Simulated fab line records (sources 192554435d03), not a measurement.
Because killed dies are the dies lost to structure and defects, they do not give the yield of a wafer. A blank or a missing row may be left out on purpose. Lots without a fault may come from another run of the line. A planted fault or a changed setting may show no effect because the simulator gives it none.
Matching of chambers	flow n5_finfet	N5_BEOL_M14_DESCUM_33 on rie_diel-06 has 4 sister chambers
The step chemistry O2, time 7.9 s. 8 wafers are shown with their chamber, then 7 later ones without.

## WAFERS, EACH WITH ITS CHAMBER
wafer	chamber	showerhead_plenum_p_Torr (Torr)	throttle_valve_pct (%)
L075.6	0	2.15	20.31
L079.1	0	2.15	20.31
L079.2	3	2.06	20.78
L079.4	1	2.23	20.34
L083.5	3	2.06	20.82
L083.6	2	2.13	20.28
L091.1	2	2.12	20.30
L091.3	1	2.22	20.38

## WAFERS WITHOUT THEIR CHAMBER
wafer	showerhead_plenum_p_Torr (Torr)	throttle_valve_pct (%)
L091.4	2.14	20.37
L092.2	2.12	20.33
L092.4	2.05	20.85
L092.6	2.12	20.30
L096.2	2.14	20.37
L096.3	2.12	20.31
L096.4	2.05	20.85

## WHICH CHAMBER EACH ONE RAN IN
wafer	from the rows above	in truth
L091.4	can't be placed: 0 or 2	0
L092.2	2	2
L092.4	3	3
L092.6	2	2
L096.2	can't be placed: 0 or 2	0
L096.3	2	2
L096.4	3	3
Correctly placed: 5 of 7. Cannot be placed on the basis of these rows: 2; the candidates contain the true chamber in 2. 0 placed wrongly.
How it was worked out, from the rows above alone: a wafer's distance from a chamber is the root of the sum, over the readings, of the square of ((its reading less the chamber's mean) divided by the reading's scatter). If the next closest chamber is less than 2 further off than the closest, the wafer can't be placed; otherwise it belongs to the closest. For every chamber, the mean is computed from those of its wafers that are shown. The scatter is the square root of a quotient: the sum, over the shown wafers, of each reading's squared deviation from its chamber's mean, divided by wafers minus chambers.
